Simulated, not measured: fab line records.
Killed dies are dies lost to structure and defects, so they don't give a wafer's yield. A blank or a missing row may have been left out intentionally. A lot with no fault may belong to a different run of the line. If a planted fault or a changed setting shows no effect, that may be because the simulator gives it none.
Which of the tools did it?	flow n5 finfet	15 lots with 41 wafers sampled at 4 steps, on a route of 1938 steps

WHAT THE GAUGES SHOWED, per wafer
Not one reading of a measure or inspect step in the record can be checked against a usual standard deviation.

WHAT TOOL EACH LOT RAN ON (gives the tool, then ch and the chambers of the sampled wafers, and finally the start)
lot	N5_BEOL_M3_ETCH_74	N5_BEOL_M3_STRIP_66	N5_BEOL_M3_EXPOSE_25	N5_BEOL_M3_DESCUM_33
L805	rie diel-04 ch 0,1,2, day 6 22:24	rie diel-04 ch 0,1,2, day 6 22:34	euv scanner-01 ch 0, day 6 22:58	rie diel-03 ch 0,1,2, day 6 23:20
L806	rie diel-03 ch 0,1, day 7 04:37	rie diel-03 ch 0,1, day 7 04:47	euv scanner-01 ch 0, day 7 05:11	rie diel-03 ch 2,3, day 7 05:27
L807	rie diel-03 ch 0,3, day 7 19:14	rie diel-03 ch 0,3, day 7 19:25	euv scanner-02 ch 0, day 8 00:23	rie diel-04 ch 1,3, day 8 00:38
L814	rie diel-03 ch 0,1,3, day 9 05:10	rie diel-03 ch 0,1,3, day 9 05:20	euv scanner-01, day 9 05:56	rie diel-04 ch 0,1,3, day 9 06:16
L813	rie diel-03 ch 0,3, day 9 07:17	rie diel-03 ch 0,3, day 9 07:27	euv scanner-02, day 9 08:04	rie diel-03 ch 0,1,3, day 9 08:20
L815	rie diel-04 ch 0,1,3, day 9 16:07	rie diel-04 ch 0,1,3, day 9 16:17	euv scanner-01, day 9 16:49	rie diel-04 ch 0,3, day 9 17:06
L817	rie diel-04 ch 1,2,3, day 10 14:48	rie diel-04 ch 1,2,3, day 10 14:58	euv scanner-01 ch 0, day 10 15:23	rie diel-03 ch 0,3, day 10 15:38
L819	rie diel-03 ch 1,2, day 10 22:33	rie diel-03 ch 1,2, day 10 22:44	euv scanner-01 ch 0, day 10 23:08	rie diel-04 ch 0,1,3, day 10 23:23
L820	rie diel-03 ch 0,2, day 11 00:30	rie diel-03 ch 0,2, day 11 00:40	euv scanner-01 ch 0, day 11 01:10	rie diel-04 ch 0,1, day 11 01:26
L821	rie diel-04 ch 0,2, day 11 05:59	rie diel-04 ch 0,2, day 11 06:09	euv scanner-02 ch 0, day 11 06:41	rie diel-04 ch 1,3, day 11 06:56
L823	rie diel-03 ch 2,3, day 11 16:44	rie diel-03 ch 2,3, day 11 16:55	euv scanner-01 ch 0, day 11 17:28	rie diel-04 ch 3, day 11 17:44
L825	rie diel-04 ch 2, day 12 00:36	rie diel-04 ch 2, day 12 00:46	euv scanner-01 ch 0, day 12 01:13	rie diel-06 ch 1,2, day 12 01:38
L826	rie diel-03 ch 1,2,3, day 12 18:06	rie diel-03 ch 1,2,3, day 12 18:16	euv scanner-01 ch 0, day 12 18:40	rie diel-06 ch 1,3, day 12 18:58
L827	rie diel-03 ch 1,2, day 13 00:27	rie diel-03 ch 1,2, day 13 00:43	euv scanner-02 ch 0, day 13 01:18	rie diel-06 ch 2,3, day 13 01:34
L828	rie diel-03 ch 0,3, day 13 05:41	rie diel-03 ch 0,3, day 13 05:52	euv scanner-01 ch 0, day 13 06:26	rie diel-03 ch 1,2,3, day 13 07:06
- N5_BEOL_M3_ETCH_74: etches underlayer in N2/H2, target depth 6.5 nm, time 5.2 s.
- N5_BEOL_M3_STRIP_66: strips in CF4.
- N5_BEOL_M3_EXPOSE_25: exposes mask V2, defocus 5 nm.
- N5_BEOL_M3_DESCUM_33: chemistry O2, time 7 s.

AS READ BY THE TOOLS THEMSELVES (means over the sampled wafers that have a number; for cases with no such wafer, the mark the record gives instead)
N5_BEOL_M3_ETCH_74.
lot	tool	drypump motor current A (A)	etch rf on time s (s)	oes product au (a.u.)	rf vpp V (V)	showerhead plenum p Torr (Torr)	throttle valve pct (%)
L805	rie diel-04	5.9	5.45	0.61	524	2.55	17.72
L806	rie diel-03	5.7	5.06	0.68	522	2.48	18.06
L807	rie diel-03	5.8	5.01	0.72	524	2.53	17.92
L814	rie diel-03	5.6	5.05	0.66	521	2.46	17.97
L813	rie diel-03	5.6	5.11	0.65	522	2.46	17.85
L815	rie diel-04	5.7	5.35	0.63	521	2.45	17.57
L817	rie diel-04	5.9	5.38	0.68	523	2.51	17.58
L819	rie diel-03	5.9	5.10	0.68	520	2.43	17.82
L820	rie diel-03	6.2	5.08	0.76	522	2.52	17.63
L821	rie diel-04	5.8	5.15	0.71	523	2.50	17.66
L823	rie diel-03	6.0	5.12	0.80	526	2.59	17.25
L825	rie diel-04	6.0	5.23	0.79	525	2.59	17.69
L826	rie diel-03	5.9	5.10	0.73	524	2.53	17.56
L827	rie diel-03	6.2	5.03	0.72	521	2.45	17.51
L828	rie diel-03	5.6	5.14	0.76	527	2.66	17.59

N5_BEOL_M3_STRIP_66.
lot	tool	drypump motor current A (A)	oes product au (a.u.)	rf vpp V (V)	showerhead plenum p Torr (Torr)	throttle valve pct (%)
L805	rie diel-04	5.9	0.74	271.4	1.80	13.58
L806	rie diel-03	5.7	0.78	270.2	1.77	13.81
L807	rie diel-03	5.7	0.81	270.7	1.80	13.62
L814	rie diel-03	5.6	0.76	269.8	1.76	13.72
L813	rie diel-03	5.6	0.74	269.6	1.74	13.59
L815	rie diel-04	5.7	0.75	269.6	1.75	13.44
L817	rie diel-04	6.0	0.81	271.1	1.78	13.38
L819	rie diel-03	5.9	0.78	269.9	1.74	13.67
L820	rie diel-03	6.2	0.87	270.8	1.81	13.43
L821	rie diel-04	5.8	0.82	269.9	1.77	13.41
L823	rie diel-03	6.0	0.93	273.0	1.83	13.06
L825	rie diel-04	6.0	0.90	272.0	1.81	13.34
L826	rie diel-03	5.9	0.84	270.9	1.79	13.36
L827	rie diel-03	6.2	0.83	269.4	1.75	13.42
L828	rie diel-03	5.6	0.87	272.7	1.87	13.26

N5_BEOL_M3_EXPOSE_25.
lot	tool	exposure dose mJ cm2
L805	euv scanner-01	63.03
L806	euv scanner-01	62.98
L807	euv scanner-02	62.87
L814	euv scanner-01	-
L813	euv scanner-02	-
L815	euv scanner-01	-
L817	euv scanner-01	63.06
L819	euv scanner-01	62.98
L820	euv scanner-01	63.07
L821	euv scanner-02	62.76
L823	euv scanner-01	63.01
L825	euv scanner-01	63.09
L826	euv scanner-01	63.06
L827	euv scanner-02	62.75
L828	euv scanner-01	63.07

N5_BEOL_M3_DESCUM_33.
lot	tool	drypump motor current A (A)	oes product au (a.u.)	rf vpp V (V)	showerhead plenum p Torr (Torr)	throttle valve pct (%)
L805	rie diel-03	6.0	0.78	243.9	2.07	20.58
L806	rie diel-03	6.2	0.69	242.3	2.04	20.37
L807	rie diel-04	5.8	0.78	241.9	2.03	20.27
L814	rie diel-04	5.8	0.76	242.6	2.03	20.21
L813	rie diel-03	5.6	0.76	241.4	2.03	20.53
L815	rie diel-04	5.5	0.76	241.7	1.96	20.16
L817	rie diel-03	5.6	0.74	241.6	2.01	20.35
L819	rie diel-04	5.7	0.75	242.8	2.03	20.23
L820	rie diel-04	5.8	0.73	242.9	2.08	20.23
L821	rie diel-04	6.0	0.74	242.2	2.06	20.33
L823	rie diel-04	5.7	0.77	239.9	1.94	20.29
L825	rie diel-06	6.1	0.88	243.6	2.08	20.27
L826	rie diel-06	6.0	0.77	241.8	2.03	20.60
L827	rie diel-06	5.9	0.84	243.0	2.08	20.20
L828	rie diel-03	5.9	0.84	243.3	2.09	20.27

THE ANSWER, worked out from the rows above alone
Rule: the usual values come from the lots themselves. The widest of any qualifying gaps counts: lots, ordered by their means at a reading, are off when they make up no more than a third of the lots, leave a main group of 4 or more, and stand apart from it by 3 or more times the standard deviation of that group's means. The tables above print the reading to a certain number of digits; a main group whose means all agree to those digits is not used. A lot without any number at a reading at which 4 lots or more have one is off too. The other lots that the step has rows for count as sound. After the gauges, taken in route order, come the tools' own readings; for these a lot's mean is taken, as printed above. The first step at which some lot is off is used, and at that step the reading that is off furthest; a lot without a number counts as furthest.
Off, at N5_BEOL_M3_EXPOSE_25 on exposure dose mJ cm2: L814, L813, L815. Without a number there: L814, L813, L815. Main group: mean 62.98, sd 0.11.
If a tool, at that step or one of the process steps before it, ran each lot that is off and ran no sound lot following the first of them, it fits. Of those tried, none fits.

WHAT THE SIMULATOR HAD PUT IN
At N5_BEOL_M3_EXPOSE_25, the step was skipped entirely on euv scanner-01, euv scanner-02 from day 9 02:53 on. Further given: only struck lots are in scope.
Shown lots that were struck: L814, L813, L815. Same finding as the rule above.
